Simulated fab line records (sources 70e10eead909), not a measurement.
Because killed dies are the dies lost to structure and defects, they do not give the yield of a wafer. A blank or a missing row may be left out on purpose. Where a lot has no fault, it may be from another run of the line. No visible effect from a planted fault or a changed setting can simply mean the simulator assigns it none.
3 desks, one fault ; flow nand_harc ; what lay behind the numbers comes last; until then each desk has only its own

THE DEFECT DESK
What the inspections along the route counted, lot by lot: means of the sampled wafers that have a number. The brackets show how far a lot's mean lies from the usual mean; more than 4 standard deviations puts the lot out of limits, marked OUT.
Columns: A = raw_defect_count at NHARC_P_START_INSPECT_01, usual 3.6
lot;first seen here;A
L463;day 1 12:02;3.3
L464;day 1 18:02;4.7
L466;day 2 06:02;4.0
L467;day 2 12:02;2.3
L468;day 2 18:02;5.7
L474;day 4 06:02;5.3
L475;day 4 12:02;4.3
L476;day 4 18:02;1.7
L477;day 5 00:02;5.3
L478;day 5 06:02;2.7
L482;day 6 06:02;3.3
L484;day 6 18:02;3.3
L486;day 7 06:02;3.3
This desk's verdict: no lot among the 13 shows anything out of limits.

THE METROLOGY DESK
Lot by lot, what the gauges showed, no matter which tool ran the lot: averages of those sampled wafers that carry a number. The brackets show how far a lot's mean lies from the usual mean; more than 4 standard deviations puts the lot out of limits, marked OUT.
Columns: A = cd_nm at NHARC_P_ZERO_WELL_CD_MEAS_11, usual 500.6 nm; B = cd_nm at NHARC_P_STI_CD_MEAS_09, usual 200.2 nm; C = trench_depth_nm at NHARC_P_STI_OCD_MEAS_17, usual 300.7 nm; D = trench_foot_cd_nm at NHARC_P_STI_OCD_MEAS_17, usual 158.2 nm; E = overlay_x_nm at NHARC_P_GATE_OVL_MEAS_27, usual -0.2 nm; F = overlay_y_nm at NHARC_P_GATE_OVL_MEAS_27, usual 0.0 nm
lot;first seen here;A;B;C;D;E;F
L463;day 1 13:07;497.8;198.5;299.8;156.8;0.5;1.4
L464;day 1 19:14;498.4;203.4;300.6;161.5;-1.2;0.9
L466;day 2 07:14;498.5;200.4;300.5;158.4;0.3;0.1
L467;day 2 13:08;500.2;199.6;305.3;156.8;1.2;-1.7
L468;day 2 19:07;502.4;201.1;299.9;158.7;-0.9;0.2
L474;day 4 07:14;499.5;214.1 (+6.6) OUT;300.2;172.2 (+6.7) OUT;0.2;0.9
L475;day 4 13:16;501.1;213.8 (+6.5) OUT;298.0;172.0 (+6.6) OUT;0.3;-0.5
L476;day 4 19:15;504.0;199.2;302.3;156.9;0.3;-2.0
L477;day 5 01:14;504.0;201.2;302.0;158.9;0.6;0.0
L478;day 5 07:08;501.1;200.0;302.0;157.9;-1.5;0.8
L482;day 6 07:08;499.2;200.7;299.4;159.0;0.1;2.6
L484;day 6 19:14;495.8;200.8;299.4;158.8;-0.4;-0.7
L486;day 7 07:14;502.9;200.1;301.3;158.2;0.6;-0.8
This desk's verdict: out of limits on L474, L475, starting with L474 at day 5 05:00 (cd_nm at NHARC_P_STI_CD_MEAS_09). Within limits: L463, L464, L466, L467, L468, L476, L477, L478, L482, L484, L486.

DESK OF THE TOOL OWNER: litho_track-05
The tool's own readings at NHARC_P_STI_PEB_07 (peb time 80 s): means of the sampled wafers that have a number, for each lot that ran on this tool. The brackets show how far a lot's mean lies from the usual mean; more than 4 standard deviations puts the lot out of limits, marked OUT.
Columns: A = heater_power_total_W at NHARC_P_STI_PEB_07, usual 189.7 W; B = plate_temp_C at NHARC_P_STI_PEB_07, usual 128.04 C
lot;first seen here;A;B
L464;day 2 17:40;190.4;128.04
L466;day 3 01:54;189.8;127.91
L474;day 5 04:55;193.7 (+5.0) OUT;130.18 (+18) OUT
L475;day 5 13:03;193.6 (+4.9) OUT;130.03 (+17) OUT
This desk's verdict: out of limits on L474, L475, starting with L474 at day 5 04:55 (heater_power_total_W at NHARC_P_STI_PEB_07). Within limits: L464, L466.

BROUGHT TOGETHER
On L474, L475, at day 5 04:55, an alarm was possible from the tool owner's desk.
An alarm was possible from the metrology desk at day 5 05:00, on L474, L475.
Nothing the defect desk looked at was out of limits.
The defect desk has L474, L475 on record, within its limits.
NHARC_P_STI_PEB_07 was run on litho_track-05 by each of the lots named.

WHAT WAS PUT IN BY THE SIMULATOR
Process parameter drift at NHARC_P_STI_PEB_07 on litho_track-05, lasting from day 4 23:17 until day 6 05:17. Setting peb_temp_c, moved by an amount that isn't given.
Shown lots that were struck: L474, L475.
Time in hours from fault onset to the first out-of-limits reading at each desk: tool owner's desk 6, metrology desk 6.
